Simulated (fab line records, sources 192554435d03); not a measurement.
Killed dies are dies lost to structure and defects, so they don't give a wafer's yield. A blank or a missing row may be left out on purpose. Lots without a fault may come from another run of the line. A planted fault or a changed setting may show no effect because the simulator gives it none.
A struck lot beside a sound one | flow n5_finfet | 24 steps out of a route of 1938
Sound: wafers L391.3, L391.4, L391.5. Struck: wafers L407.1, L407.4, L407.6. The cause comes at the end.
At each step with rows: each side's tool, then ch and its chambers, then its first start. Under that, the readings that differ: sound wafers | struck wafers | difference of the means | sigmas: that difference in standard deviations of wafers without a fault.
alike: readings whose means differ by less than 2 such deviations, and words and numbers that are the same on both sides. not compared: withheld readings, readings that some wafer has no value for, bounds like >300 that may hide the same value, and numbers for which the record gives no deviation and whose values overlap.
The two part at a step that has a row with sigmas, a row that says differs or no value, or rows on one side only. Numbers that don't overlap but have no deviation are shown without sigmas and don't part them. A reading that every wafer of one side lacks parts them only if that side has two wafers or more.

first, 11 steps without rows for these wafers: N5_BEOL_M14_ETCH_59 (etches BARC in N2/H2, target depth 89 nm, overetch 26.7 nm, time 67.9 s); N5_BEOL_M14_VIA_ETCH_16 (etches SiO2 in C4F8/O2/Ar, target depth 1231.3 nm); N5_BEOL_M14_STRIP_63 (strips in O2); N5_BEOL_M14_STRIP_64 (strips in O2); N5_BEOL_M14_STRIP_71 (strips in post etch residue remover, time 60 s); N5_BEOL_M14_SRD_72 (time 30 s, dry time 30 s); N5_BEOL_M14_COAT_65 (time 60 s, resist thk 450 nm); N5_BEOL_M14_COAT_66 (time 60 s, resist thk 110 nm); N5_BEOL_M14_COAT_22 (resist thk 300 nm); N5_BEOL_M14_EBR_24; N5_BEOL_M14_SOFTBAKE_23 (time 60 s).
N5_BEOL_M14_EXPOSE_25: exposes mask M14, target cd 280 nm.
  sound on krf_scanner-02 ch 0, day 12 01:05; struck on krf_scanner-02 ch 0, day 15 15:42
  reading              | sound             | struck            | difference | sigmas
  exposure_dose_mJ_cm2 | 26.60 26.60 26.61 | 27.62 27.60 27.62 | +1.01      | +31
  alike: mask
then, 3 steps without rows for these wafers: N5_BEOL_M14_PEB_26 (peb time 90 s); N5_BEOL_M14_DEVELOP_27 (develop time 45 s); N5_BEOL_M14_HARDBAKE_32 (time 120 s).
N5_BEOL_M14_DESCUM_33: chemistry O2, time 7.9 s.
  sound on rie_diel-04 ch 0,3, day 12 01:21; struck on rie_diel-05 ch 0,3, day 15 15:58
  reading               | sound          | struck         | difference | sigmas
  oes_product_au (a.u.) | 0.80 0.96 0.80 | 0.67 0.67 0.68 | -0.18      | -2
  alike: chamber_pressure_mTorr, drypump_motor_current_A, o2_flow_sccm, rf_vpp_V, showerhead_plenum_p_Torr, throttle_valve_pct
  not compared: rf_hours_counter_h, model.BEOL_M14.cd_nm
then, 6 steps without rows for these wafers: N5_BEOL_M14_ETCH_67 (etches SiARC in CF4, target depth 143 nm, time 238.3 s); N5_BEOL_M14_ETCH_68 (etches SOC in N2/H2, time 450 s); N5_BEOL_M14_STRIP_69 (strips in N2/H2); N5_BEOL_M14_TRENCH_ETCH_34 (etches SiO2 in C4F8/O2/Ar, target depth 556.65 nm, time 126.9 s); N5_BEOL_M14_STRIP_70 (strips in C4F8/O2/Ar); N5_BEOL_M14_STRIP_37 (strips in O2).
N5_BEOL_M14_ETCH_38: etches SiCN in CF4/N2, target depth 106.5 nm, time 120.6 s.
  sound on rie_diel-04 ch 0,1; struck on rie_diel-03 ch 0,1
  reading                     | sound       | struck      | difference | sigmas
  drypump_motor_current_A (A) | 4.8 5.3 4.8 | 5.8 6.3 5.8 | +1.0       | +2
  alike: chamber_pressure_mTorr, mfc_ar_sccm, oes_product_au, rf_vpp_V, showerhead_plenum_p_Torr, throttle_valve_pct
  not compared: rf_hours_counter_h, model.BEOL_M14.cd_nm
then, 1 step without rows for these wafers: N5_BEOL_M14_PRECLEAN_39 (cleans in residue remover, time 60 s).

WHERE THEY PART
First at N5_BEOL_M14_EXPOSE_25; last, within this record, at N5_BEOL_M14_ETCH_38.

WHY: what the simulator had put in
Process parameter drift: krf_scanner-02, from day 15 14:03 on, at N5_BEOL_M14_EXPOSE_25. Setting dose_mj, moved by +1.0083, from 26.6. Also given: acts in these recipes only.
